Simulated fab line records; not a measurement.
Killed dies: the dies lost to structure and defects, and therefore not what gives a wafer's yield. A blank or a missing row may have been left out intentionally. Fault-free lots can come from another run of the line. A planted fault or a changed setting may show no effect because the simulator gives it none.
fab line records | flow nand-harc
[record] lots = 13 wafers = 39 last-day = 33
route steps=1302 shown A_ZERO_WELL@404 A_SOURCE_PLATE@420 A_ONON_D1@441 A_CHANNEL_HOLE_D1@450 END@1302
lots untouched by any fault: they come from a run of this same line in which no faults occurred
start-h: start of the lot's first displayed wafer, in hours after the record's first day | wait-h: hours from the lot's prior step to this one | " the same as in the row above | L1.1+2: a single row standing in for several wafers | - no value, or no start was given | * or withheld: withheld | < > ~ a bound
route shown NAME@n: a module of which the file shows steps, and the number in the route of the first | usual: mean/standard deviation of fault-free wafers | same: alike in all rows | chamber/n: place in a boat | sites: readings site by site | _std_site: standard deviation of those values | _edge_site: inner sites' mean taken away from outer sites' mean | radius-mm: for every site, how far away it sits from the centre of the wafer | mask NAME#n: copy n | behind: the last tool/chamber to shape the wafer | hold: reason for holding the lot/hours on hold/outcome of the hold | device: which transistor (n, p or np) failed to switch | end of line: tests of these same wafers at the route's end | where a step has no rows: the recipe by itself | killed: at the first sort, the dies lost to defects and structure; wafer yield is something else | map: shows each die of a wafer: x if killed, . if not, _ if none is there
set.NAME: the setting that was run; set.NAME@STEP: the one run at that earlier step | model.NAME: the simulator's own value behind a step, which no gauge read
the route's steps for a sample of lots (tables are steps, rows are wafers)
services: a tool's chamber out of use, with start hour (start-h, from the record's first day; less than 0 if before it), hours out, and reason
[[steps]]
[step NHARC_A_ZERO_WELL_ETCH_19]
[recipe] target-depth-a = 800 overetch-a = 240 time-s = 87.88 ion-energy-ev = 200 n2-flow-sccm = 150 h2-flow-sccm = 150 ar-flow-sccm = 0 rf-w = 400 bias-w = 150 chemistry = N2/H2
[usual] bias-w = 150.1/0.41 drypump-motor-current-A = 5.5/0.31 oes-product-au = 1.001/0.0082 rf-vpp-V = 431.6/2.4 showerhead-plenum-p-Torr = 2.08/0.081 throttle-valve-pct = 14.171/0.0091
// columns lot.wafer tool chamber start-h wait-h bias-w drypump-motor-current-A oes-product-au rf-hours-counter-h rf-vpp-V showerhead-plenum-p-Torr throttle-valve-pct
L489.1 rie-diel-07 1 137.75 0.3 150.0 5.3 0.994 0 429.5 2.00 14.177
L489.2 " 2 " " 150.2 5.3 1.001 1 431.2 2.07 14.172
L489.4 " 0 " " 150.3 5.8 0.996 0 429.9 1.96 14.159
L492.4 rie-diel-07 0 172.61 0.1 150.5 5.8 0.997 8 427.5 1.96 14.176
L492.6 " 3 " " 150.4 5.3 1.016 - 430.2 2.05 14.180
L492.5 " 0 " " 150.1 5.8 0.999 - 428.0 1.96 14.169
L493.1 rie-diel-13 1 182.64 0.1 150.5 5.4 1.003 0 434.1 2.18 14.163
L493.2 " 0 " " 149.7 6.0 1.003 0 432.9 2.08 14.180
L493.6 " 2 " " 149.9 5.1 1.003 - 429.3 2.00 14.183
L495.3 rie-diel-13 0 194.45 0.1 150.3 6.0 1.000 0 431.2 2.08 14.173
L495.2 " 1 " " 150.4 5.4 1.000 1 433.2 2.18 14.173
L495.5 " 0 " " 150.1 6.0 0.990 - 432.5 2.08 14.169
L501.2 rie-diel-13 2 255.89 0.1 150.8 5.1 0.996 2 428.3 2.00 14.190
L501.5 " 1 " " 149.9 5.4 0.996 - 434.8 2.18 14.174
L501.6 " 2 " " 150.7 5.1 0.995 - 430.4 2.00 14.164
L502.2 rie-diel-13 1 269.87 0.1 150.5 5.4 0.996 2 434.6 2.18 14.164
L502.1 " 3 " " 149.6 5.8 0.975 2 433.8 2.18 14.165
L502.6 " 2 " " 149.7 5.1 0.999 - 430.1 2.00 14.174
L503.4 rie-diel-13 2 287.06 0.1 149.4 5.1 1.008 3 428.2 2.00 14.188
L503.1 " 1 " " 150.0 5.4 1.013 3 433.9 2.18 14.169
L503.5 " 3 " " 149.6 5.8 1.007 - 434.4 2.18 14.173
L506.4 rie-diel-13 0 306.96 0.1 150.2 6.0 1.017 2 431.8 2.08 14.169
L506.1 " 2 " " 150.8 5.1 1.005 3 430.4 2.00 14.183
L506.2 " 3 " " 150.3 5.8 1.007 3 436.0 2.18 14.160
L507.4 rie-diel-13 1 315.79 0.1 149.8 5.4 0.986 4 433.9 2.18 14.188
L507.2 " 3 " " 150.5 5.8 0.987 4 433.9 2.18 14.143
L507.6 " 1 " " 149.9 5.4 0.994 - 434.0 2.18 14.157
L508.2 rie-diel-13 3 332.50 0.1 149.5 5.8 0.987 4 434.7 2.18 14.192
L508.1 " 0 " " 150.4 6.0 1.014 3 431.5 2.08 14.174
L508.5 " 3 " " 149.3 5.8 1.006 - 434.9 2.18 14.162
L509.4 rie-diel-13 1 338.30 0.1 150.4 5.4 1.003 4 433.3 2.18 14.167
L509.1 " 2 " " 149.2 5.1 0.995 4 429.7 2.00 14.167
L509.5 " 1 " " 150.0 5.4 0.988 - 436.4 2.18 14.166
L510.4 rie-diel-07 1 349.30 0.1 149.6 5.3 0.998 7 428.2 1.99 14.177
L510.2 " 3 " " 150.3 5.3 0.997 8 430.0 2.03 14.177
L510.5 " 2 " " 149.9 5.2 1.002 - 431.0 2.06 14.169
L512.2 rie-diel-07 0 368.94 0.1 149.8 5.8 1.001 11 428.1 1.95 14.172
L512.4 " 1 " " 149.8 5.3 0.997 - 429.5 1.99 14.166
L512.6 " 0 " " 149.7 5.8 1.006 - 427.9 1.95 14.174
[step NHARC_A_SOURCE_PLATE_THK_MEAS_06]
[recipe] thk-meas-gauge = ellipsometry
[usual] thk-nm = 200.2/2.4
// columns lot.wafer tool chamber start-h wait-h thk-nm
L489.1 film-metro-02 - 158.92 0.4 198.2
L489.2 " - " " 196.9
L489.4 " - " " 195.5
L492.4 film-metro-02 - 194.42 0.4 198.8
L492.5 " - " " 198.7
L492.6 " - " " 198.3
L493.1 film-metro-01 - 203.91 0.4 197.2
L493.2 " - " " 197.7
L493.6 " - " " 199.8
L495.2 film-metro-01 - 215.96 0.4 202.2
L495.3 " - " " 202.3
L495.5 " - " " 201.4
L501.2 film-metro-01 - 277.64 0.4 197.7
L501.5 " - " " 196.9
L501.6 " - " " 196.1
L502.1 film-metro-01 - 291.10 0.4 199.9
L502.2 " - " " 199.5
L502.6 " - " " 201.9
L503.1 film-metro-01 - 310.00 0.4 200.5
L503.4 " - " " 199.8
L503.5 " - " " 201.1
L506.1 film-metro-01 - 331.49 0.4 198.3
L506.2 " - " " 198.2
L506.4 " - " " 201.1
L507.2 film-metro-01 - 339.45 0.4 200.3
L507.4 " - " " 198.2
L507.6 " - " " 202.3
L508.1 film-metro-01 - 354.58 0.4 199.3
L508.2 " - " " 202.1
L508.5 " - " " 202.5
L509.1 film-metro-01 - 361.65 0.4 204.6
L509.4 " - " " 204.9
L509.5 " - " " 205.2
L510.2 film-metro-01 - 374.48 0.4 198.6
L510.4 " - " " 196.4
L510.5 " - " " 197.2
L512.2 film-metro-01 - 390.89 0.4 202.1
L512.4 " - " " 204.9
L512.6 " - " " 205.0
[step NHARC_A_ONON_D1_THK_MEAS_24]
[recipe] thk-meas-gauge = ellipsometry
[usual] thk-nm = 1000/9.3
// columns lot.wafer tool chamber start-h wait-h thk-nm
L489.1 film-metro-01 - 170.84 - 1005
L489.2 " - " " 1006
L489.4 " - " " 1004
L492.4 film-metro-02 - 208.56 - 1000
L492.5 " - " " 999
L492.6 " - " " 1000
L493.1 film-metro-01 - 219.86 - 1005
L493.2 " - " " 1005
L493.6 " - " " 1006
L495.2 film-metro-02 - 227.74 - 1010
L495.3 " - " " 1008
L495.5 " - " " 1009
L501.2 film-metro-01 - 289.65 - 981
L501.5 " - " " 981
L501.6 " - " " 981
L502.1 film-metro-01 - 305.36 - 1003
L502.2 " - " " 1004
L502.6 " - " " 1005
L503.1 film-metro-02 - 322.55 - 1020
L503.4 " - " " 1018
L503.5 " - " " 1019
L506.1 film-metro-01 - 343.34 - 994
L506.2 " - " " 998
L506.4 " - " " 998
L507.2 film-metro-02 - 351.26 - 1002
L507.4 " - " " 1001
L507.6 " - " " 1001
L508.1 film-metro-01 - 366.46 - 1010
L508.2 " - " " 1012
L508.5 " - " " 1011
L509.1 film-metro-01 - 373.48 - 998
L509.4 " - " " 999
L509.5 " - " " 1000
L510.2 film-metro-01 - 386.61 - 998
L510.4 " - " " 999
L510.5 " - " " 998
L512.2 film-metro-01 - 402.99 - 1006
L512.4 " - " " 1007
L512.6 " - " " 1007
[step NHARC_A_CHANNEL_HOLE_D1_DEP_00]
[recipe] target-thk-a = 31000 temp-c = 400 material = aC
[usual] throttle-valve-pct = 35.000/0.009
// columns lot.wafer tool chamber start-h wait-h throttle-valve-pct
L489.1 acl-dep-02 0 172.57 0.1 35.002
L489.2 " 0 " " 34.998
L489.4 " 0 " " 34.999
L492.4 acl-dep-01 0 211.24 1.0 34.990
L492.5 " 0 " " 35.000
L492.6 " 0 " " 34.996
L492.4 acl-dep-01 0 213.37 1.8 34.997
L492.5 " 0 " " 34.999
L492.6 " 0 " " 34.984
L493.1 acl-dep-02 0 221.87 0.3 34.996
L493.2 " 0 " " 34.987
L493.6 " 0 223.47 1.9 35.007
L493.1 acl-dep-03 0 226.00 3.8 35.000
L493.2 " 0 " " 35.005
L493.6 " 0 227.60 3.8 35.010
L495.2 acl-dep-01 0 231.75 2.3 35.004
L495.3 " 0 " " 34.993
L495.5 " 0 " " 34.995
L495.2 acl-dep-01 0 233.90 1.8 34.997
L495.3 " 0 " " 34.992
L495.5 " 0 " " 34.995
L501.2 acl-dep-01 0 291.70 0.4 35.012
L501.5 " 0 " " 34.992
L501.6 " 0 " " 34.981
L502.1 acl-dep-02 0 307.18 0.2 35.005
L502.2 " 0 " " 35.003
L502.6 " 0 308.76 1.7 34.998
L503.1 acl-dep-03 0 326.52 2.1 35.000
L503.4 " 0 " " 35.007
L503.5 " 0 " " 35.018
L506.1 acl-dep-02 0 345.96 0.9 35.010
L506.2 " 0 " " 35.002
L506.4 " 0 " " 34.992
L507.2 acl-dep-01 0 353.32 0.4 34.992
L507.4 " 0 " " 35.003
L507.6 " 0 " " 34.992
L508.1 acl-dep-03 0 369.53 1.4 34.991
L508.2 " 0 " " 34.999
L508.5 " 0 " " 35.006
L509.1 acl-dep-02 0 379.48 4.3 35.015
L509.4 " 0 " " 34.986
L509.5 " 0 " " 34.998
L510.2 acl-dep-03 0 388.69 0.4 34.995
L510.4 " 0 " " 35.002
L510.5 " 0 " " 35.017
L512.2 acl-dep-01 0 405.64 1.0 34.983
L512.4 " 0 " " 35.011
L512.6 " 0 " " 35.004
[step NHARC_END_SORT_01]
[recipe] temp-c = 25
[usual] killed-at-array = 56/20 killed-at-other = 1/1.3 killed-at-periphery = 3.5/2.7 killed-dies = 60/20 killed-open = 3.3/1.6 killed-short = 2.4/1.5
[same] gross-dies = 677
// columns lot.wafer tool chamber start-h wait-h killed-at-array killed-at-other killed-at-periphery killed-dies killed-open killed-short
L492.4 prober-01 0 582.57 3.5 675 0 2 677 4 3
L492.5 prober-01 0 583.38 3.8 674 1 2 677 4 3
L492.6 prober-01 0 584.20 4.1 673 1 3 677 3 1
L493.1 prober-01 0 610.46 2.5 672 0 5 677 1 3
L493.2 prober-01 0 611.25 2.8 673 2 2 677 2 4
L493.6 prober-01 0 614.44 4.0 674 2 1 677 3 1
L495.2 prober-01 0 619.67 2.7 671 0 6 677 4 0
L495.3 prober-01 0 620.46 3.0 671 1 5 677 5 3
L495.5 prober-01 0 622.04 3.7 675 0 2 677 3 7
L503.4 prober-01 0 713.39 3.3 90 0 2 92 2 0
L506.1 prober-01 0 721.97 2.5 53 1 1 55 3 2
L506.2 prober-01 0 722.77 2.8 44 0 1 45 2 5
L507.2 prober-02 0 730.51 2.8 26 0 1 27 2 1
L507.4 prober-02 0 732.12 3.4 31 0 2 33 3 5
L507.6 prober-02 0 733.72 4.0 27 0 4 31 4 2
L508.1 prober-01 0 748.67 2.5 75 2 6 83 4 2
L508.2 prober-01 0 749.48 2.8 73 4 4 81 0 1
// killed by level:class
L492.4 A_CHANNEL_HOLE_D1:area-dep=631 A_CHANNEL_HOLE_D1:chamber-film-flake=21 A_CHANNEL_HOLE_D2:chamber-film-flake=9 A_CONTACT:chamber-film-flake=6 A_ONON_D2:geometric-particle:short=2 P_M1:geometric-particle:short=1 A_ONON_D1:geometric-particle:open=1 A_DECK1_JOINT:geometric-particle:open=1
L492.5 A_CHANNEL_HOLE_D1:area-dep=622 A_CHANNEL_HOLE_D1:chamber-film-flake=36 A_CHANNEL_HOLE_D2:chamber-film-flake=8 A_CONTACT:chamber-film-flake=3 A_SGD_CUT:geometric-particle:open=2 P_M0:geometric-particle:open=1 A_ONON_D1:geometric-particle:short=1 A_DECK1_JOINT:geometric-particle:short=1
L492.6 A_CHANNEL_HOLE_D1:area-dep=639 A_CHANNEL_HOLE_D1:chamber-film-flake=17 A_CHANNEL_HOLE_D2:chamber-film-flake=8 A_CONTACT:chamber-film-flake=4 P_M0:geometric-particle:open=1 A_ONON_D1:geometric-particle:open=1 A_DECK1_JOINT:geometric-particle:open=1 STARTING-WAFER:geometric-particle:short=1
L493.1 A_CHANNEL_HOLE_D1:area-dep=594 A_CHANNEL_HOLE_D1:chamber-film-flake=35 A_SLIT:chamber-film-flake=23 A_CHANNEL_HOLE_D2:chamber-film-flake=6 A_CONTACT:chamber-film-flake=5 P_GATE:chamber-film-flake=2 A_ZERO_WELL:chamber-film-flake=2 A_CHANNEL_FILL_D1:chamber-film-flake=2
L493.2 A_CHANNEL_HOLE_D1:area-dep=614 A_SLIT:chamber-film-flake=23 A_CHANNEL_HOLE_D1:chamber-film-flake=17 A_CHANNEL_HOLE_D2:chamber-film-flake=5 A_CONTACT:chamber-film-flake=5 A_ONON_D1:geometric-particle:short=3 P_GATE:chamber-film-flake=2 THIN_TSV:chamber-film-flake=2
L493.6 A_CHANNEL_HOLE_D1:area-dep=611 A_SLIT:chamber-film-flake=25 A_CHANNEL_HOLE_D1:chamber-film-flake=18 A_CHANNEL_HOLE_D2:chamber-film-flake=10 A_CONTACT:chamber-film-flake=4 THIN_TSV:chamber-film-flake=2 P_CONTACT:geometric-particle:short=1 A_CHANNEL_HOLE_D1:geometric-particle:open=1
L495.2 A_CHANNEL_HOLE_D1:area-dep=622 A_SLIT:chamber-film-flake=21 A_CHANNEL_HOLE_D2:chamber-film-flake=12 A_CHANNEL_HOLE_D1:chamber-film-flake=5 P_CONTACT:chamber-film-flake=3 A_CONTACT:chamber-film-flake=3 A_M1:chamber-film-flake=2 P_M0:geometric-particle:open=1
L495.3 A_CHANNEL_HOLE_D1:area-dep=625 A_SLIT:chamber-film-flake=24 A_CHANNEL_HOLE_D2:chamber-film-flake=5 A_CHANNEL_HOLE_D1:chamber-film-flake=4 A_CONTACT:chamber-film-flake=3 A_M1:chamber-film-flake=3 A_DECK1_JOINT:geometric-particle:short=2 P_CONTACT:chamber-film-flake=2
L495.5 A_CHANNEL_HOLE_D1:area-dep=615 A_SLIT:chamber-film-flake=32 A_CONTACT:chamber-film-flake=6 A_CHANNEL_HOLE_D2:chamber-film-flake=5 A_M1:chamber-film-flake=4 A_CHANNEL_HOLE_D1:chamber-film-flake=3 A_SOURCE_PLATE:geometric-particle:short=2 P_M1:geometric-particle:short=1
L503.4 A_SLIT:chamber-film-flake=33 A_CHANNEL_HOLE_D2:chamber-film-flake=22 A_CHANNEL_HOLE_D1:chamber-film-flake=12 A_STAIRCASE:chamber-film-flake=9 A_CONTACT:chamber-film-flake=9 A_M1:chamber-film-flake=3 P_M0:geometric-particle:open=1 A_SGD_CUT:geometric-particle:open=1
L506.1 A_CHANNEL_HOLE_D1:chamber-film-flake=35 A_SLIT:chamber-film-flake=4 A_CONTACT:chamber-film-flake=3 A_STAIRCASE:chamber-film-flake=3 P_M0:geometric-particle:open=1 A_SOURCE_PLATE:geometric-particle:open=1 A_CHANNEL_FILL_D1:geometric-particle:short=1 A_ONON_D2:geometric-particle:short=1
L506.2 A_CHANNEL_HOLE_D1:chamber-film-flake=15 A_CONTACT:chamber-film-flake=7 A_SLIT:chamber-film-flake=5 A_CHANNEL_FILL_D1:geometric-particle:short=3 A_CHANNEL_FILL_D1:chamber-film-flake=3 A_STAIRCASE:chamber-film-flake=3 A_WL_FILL:chamber-film-flake=2 A_CHANNEL_HOLE_D1:geometric-particle:open=1
L507.2 A_CHANNEL_HOLE_D1:chamber-film-flake=12 A_STAIRCASE:chamber-film-flake=4 A_SLIT:chamber-film-flake=3 A_BLC:chamber-film-flake=2 A_ONON_D1:geometric-particle:short=1 A_BLC:geometric-particle:open=1 A_M1:geometric-particle:open=1 P_GATE:chamber-film-flake=1
L507.4 A_CHANNEL_HOLE_D1:chamber-film-flake=10 A_SLIT:chamber-film-flake=4 A_BLC:chamber-film-flake=4 A_STAIRCASE:chamber-film-flake=3 A_CHANNEL_FILL_D2:geometric-particle:short=2 A_CONTACT:chamber-film-flake=2 P_CONTACT:geometric-particle:short=1 A_ONON_D1:geometric-particle:open=1
L507.6 A_CHANNEL_HOLE_D1:chamber-film-flake=8 A_CONTACT:chamber-film-flake=4 P_GATE:chamber-film-flake=3 A_STAIRCASE:chamber-film-flake=3 A_CHANNEL_FILL_D2:geometric-particle:open=2 A_SLIT:chamber-film-flake=2 A_BLC:chamber-film-flake=2 A_DECK1_JOINT:geometric-particle:short=1
L508.1 A_SLIT:chamber-film-flake=30 A_CHANNEL_HOLE_D2:chamber-film-flake=18 A_CHANNEL_HOLE_D1:chamber-film-flake=14 A_CONTACT:chamber-film-flake=5 A_CHANNEL_FILL_D1:chamber-film-flake=3 P_M0:geometric-particle:open=2 P_GATE:chamber-film-flake=2 THIN_TSV:chamber-film-flake=2
L508.2 A_SLIT:chamber-film-flake=31 A_CHANNEL_HOLE_D2:chamber-film-flake=22 A_CHANNEL_HOLE_D1:chamber-film-flake=11 A_CONTACT:chamber-film-flake=6 THIN_TSV:chamber-film-flake=4 A_WL_FILL:chamber-film-flake=2 P_M0:geometric-particle:short=1 P_ZERO_WELL:chamber-film-flake=1
[[services]]
// columns tool chamber start-h hours kind
rie-diel-07 - 117.29 9.0 pm
acl-dep-03 - 117.38 13.0 pm
rie-diel-13 0 119.50 - clean
rie-diel-13 1 119.50 - clean
rie-diel-13 2 119.50 - clean
rie-diel-13 3 119.50 - clean
rie-diel-13 0 129.16 28.3 repair
rie-diel-13 1 144.00 - clean
rie-diel-13 2 144.00 - clean
rie-diel-13 3 144.00 - clean
rie-diel-13 - 165.00 9.0 pm
rie-diel-13 0 165.00 9.0 vent-cycle
rie-diel-13 1 165.00 9.0 vent-cycle
rie-diel-13 0 185.99 8.2 repair
acl-dep-01 - 190.37 13.0 pm
acl-dep-02 - 243.37 13.0 pm
rie-diel-07 - 294.29 9.0 pm
acl-dep-02 - 296.62 0.3 repair
acl-dep-03 - 298.38 13.0 pm
rie-diel-07 2 307.44 6.2 repair
rie-diel-13 - 342.00 9.0 pm
rie-diel-07 2 367.46 9.0 repair
acl-dep-01 - 372.94 13.0 pm
rie-diel-13 0 388.47 21.6 repair
[[key]]
[first-sign] step = NHARC_A_CHANNEL_HOLE_D1_DEP_00 reading = visit direction = added
[effect] step = NHARC_END_SORT_01 reading = killed-at-array direction = up sigmas = 31 usual = 56 struck = 673
[more-kills-born-at] NHARC_A_CHANNEL_HOLE_D1_DEP_00@acl-dep-01 = 3754 NHARC_A_CHANNEL_HOLE_D1_DEP_00@acl-dep-03 = 1819
met-at NHARC_A_CHANNEL_HOLE_D1_DEP_00
struck-lots L492,L493,L495
later-rows-left-out L492.4,L492.5,L492.6,L493.1,L493.2,L493.6,L495.2,L495.3,L495.5
tester-left-out L492,L493,L495
not-acting-at NHARC_A_ZERO_WELL_ETCH_19,NHARC_A_SOURCE_PLATE_THK_MEAS_06,NHARC_A_ONON_D1_THK_MEAS_24
[fault] kind = repeated-step-whole tool = acl-dep-01,acl-dep-02,acl-dep-03 chamber = - onset-h = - steps = NHARC_A_CHANNEL_HOLE_D1_DEP_00 times = 1 scope = struck-lots-only
// tester-left-out: of these lots the tester's yield and bins aren't shown, on N5 and GAA mostly nor the transistor test; their killed dies are dies lost to structure and defects alone, not to doping, threshold or leakage, so they don't give the yield
// later-rows-left-out: the simulator's readings of these wafers behind a module that went badly wrong aren't trusted and aren't shown, but for the sort
